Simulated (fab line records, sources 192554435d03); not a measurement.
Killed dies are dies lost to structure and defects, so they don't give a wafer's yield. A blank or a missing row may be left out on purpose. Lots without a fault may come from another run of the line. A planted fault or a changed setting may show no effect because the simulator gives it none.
Split-lot experiment | flow n5_finfet | 7 lots, 21 wafers read, on a route of 1938 steps

THE SPLIT
At N5_BEOL_M5_PECVD_70 (deposits SiO2 from TEOS/O2, target thk 16 nm, time 18 s), the setting time_s was moved away from the recipe's 18 s on 7 of the 21 wafers read, by -11.1% to +13.6%. The other wafers ran this setting at the recipe's value.

The reading is taken at the split's own step.

THE READING
SiO2_of_BEOL_M5_PECVD_70.thk_nm (the simulator's own value, which no gauge read), in nm, at N5_BEOL_M5_PECVD_70 (deposits SiO2 from TEOS/O2, target thk 16 nm, time 18 s). The file gives no usual value for it. The 14 wafers here that ran the recipe average 16.2 nm, standard deviation 0.28 nm.

wafer  | tool, chamber at the split | time_s as run, s | against the recipe | SiO2_of_BEOL_M5_PECVD_70.thk_nm, nm | against lot-mates on the recipe
L075.1 | pecvd-02, 0                | 18               | recipe             | 15.8                                | -
L075.4 | pecvd-02, 0                | 18               | recipe             | 16.4                                | -
L075.6 | pecvd-02, 1                | 18               | recipe             | 16.2                                | -
L077.1 | pecvd-03, 0,1              | 19.71            | +9.5%              | 17.8                                | +1.4
L077.4 | pecvd-03, 0,1              | 19.71            | +9.5%              | 17.8                                | +1.4
L077.5 | pecvd-03, 2                | 18               | recipe             | 16.4                                | -
L084.2 | pecvd-02, 2                | 18               | recipe             | 16                                  | -
L084.4 | pecvd-02, 0                | 20.45            | +13.6%             | 18                                  | +1.7
L084.6 | pecvd-02, 1                | 18               | recipe             | 16.6                                | -
L090.1 | pecvd-04, 1                | 18.82            | +4.6%              | 16.4                                | +0.2
L090.4 | pecvd-04, 2                | 18               | recipe             | 16                                  | -
L090.5 | pecvd-04, 0                | 18               | recipe             | 16.4                                | -
L092.2 | pecvd-04, 0                | 18               | recipe             | 16.4                                | -
L092.3 | pecvd-04, 2                | 18               | recipe             | 16                                  | -
L092.5 | pecvd-04, 0                | 18               | recipe             | 16.6                                | -
L097.3 | pecvd-02, 0                | 16.01            | -11.1%             | 14.2                                | -1.6
L097.4 | pecvd-02, 1                | 16.01            | -11.1%             | 14.8                                | -1.0
L097.6 | pecvd-02, 0                | 18               | recipe             | 15.8                                | -
L095.2 | pecvd-03, 2                | 19.46            | +8.1%              | 17                                  | +0.9
L095.3 | pecvd-03, 1                | 18               | recipe             | 15.8                                | -
L095.6 | pecvd-03, 1                | 18               | recipe             | 16.4                                | -
Where a row lists several chambers, the file gives one row for several wafers and doesn't say which wafer went through which chamber.

THE FIT
A straight line over all 21 wafers: SiO2_of_BEOL_M5_PECVD_70.thk_nm changes by +0.145 nm for each +1% of time_s; r = +0.94; the points scatter about the line by 0.31 nm.
The same after taking each lot's own level away (the mean of its wafers on the recipe; 21 wafers): +0.124 nm for each +1%; r = +0.94; scatter 0.26 nm.
On that fit, the largest move of time_s shifts the reading by 1.7 nm.
The lots' own levels span 15.80 to 16.40 nm, that is 2.1 times the standard deviation above.
So the lot-to-lot level changes the slope: the two fits differ.
Check: with one of the wafers moved furthest among these (+13.6%) left out of the fit, the line predicts +1.7 nm for it against its lot-mates. It came out at +1.7 nm against them.

OTHER SPLITS ON THESE WAFERS
These wafers also went through other splits before the reading. Each is held against what the fit with the lots' levels taken away leaves over:
other split on the same wafers   | wafers away from the commonest value | r with SiO2_of_BEOL_M5_PECVD_70.thk_nm (lot level and that fit taken away)
N5_BEOL_M4_TRENCH_ETCH_37 time_s | 11                                   | -0.22

THE FILE'S OWN FIT
SiO2_of_BEOL_M5_PECVD_70.thk_nm changes by +0.122 nm for each +1% of time_s, r = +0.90.
